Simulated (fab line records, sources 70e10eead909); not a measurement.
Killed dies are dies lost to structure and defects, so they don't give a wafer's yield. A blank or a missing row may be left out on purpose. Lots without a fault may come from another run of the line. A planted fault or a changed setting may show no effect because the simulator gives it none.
Chamber matching | flow nand_harc | NHARC_A_CONTACT_DEP_58 on pecvd-02: 3 sister chambers
The step deposits SiON, target thk 90 nm. 3 wafers are shown with their chamber, then 7 later ones without.

WAFERS WITH THEIR CHAMBER
wafer  | chamber | heater_power_w (W)
L085.1 | 2       | 622
L090.2 | 1       | 626
L090.5 | 0       | 693

WAFERS WITHOUT THEIR CHAMBER
wafer  | heater_power_w (W)
L090.6 | 620
L092.2 | 710
L092.4 | 718
L092.5 | 689
L095.4 | 679
L095.5 | 655
L095.6 | 735

WHICH CHAMBER EACH WENT THROUGH
wafer  | from the rows above          | in truth
L090.6 | can't be placed: 2 or 1      | 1
L092.2 | 0                            | 0
L092.4 | 0                            | 0
L092.5 | 0                            | 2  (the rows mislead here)
L095.4 | can't be placed: 0 or 1 or 2 | 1
L095.5 | can't be placed: 1 or 2 or 0 | 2
L095.6 | 0                            | 0
Placed correctly: 3 of 7. Can't be placed from these rows: 3 (the true chamber is among the candidates in 3). Placed wrongly: 1.
How it was worked out, from the rows above alone: a wafer's distance from a chamber is the root of the sum, over the readings, of the square of ((its reading less the chamber's mean) divided by the reading's scatter). The wafer belongs to the nearest chamber; if the next one is less than 2 further off, it can't be placed. A chamber's mean is the mean of its shown wafers. The scatter: with one shown wafer a chamber, the root of the mean of the squares of how far each hidden wafer lies from its nearest shown one.
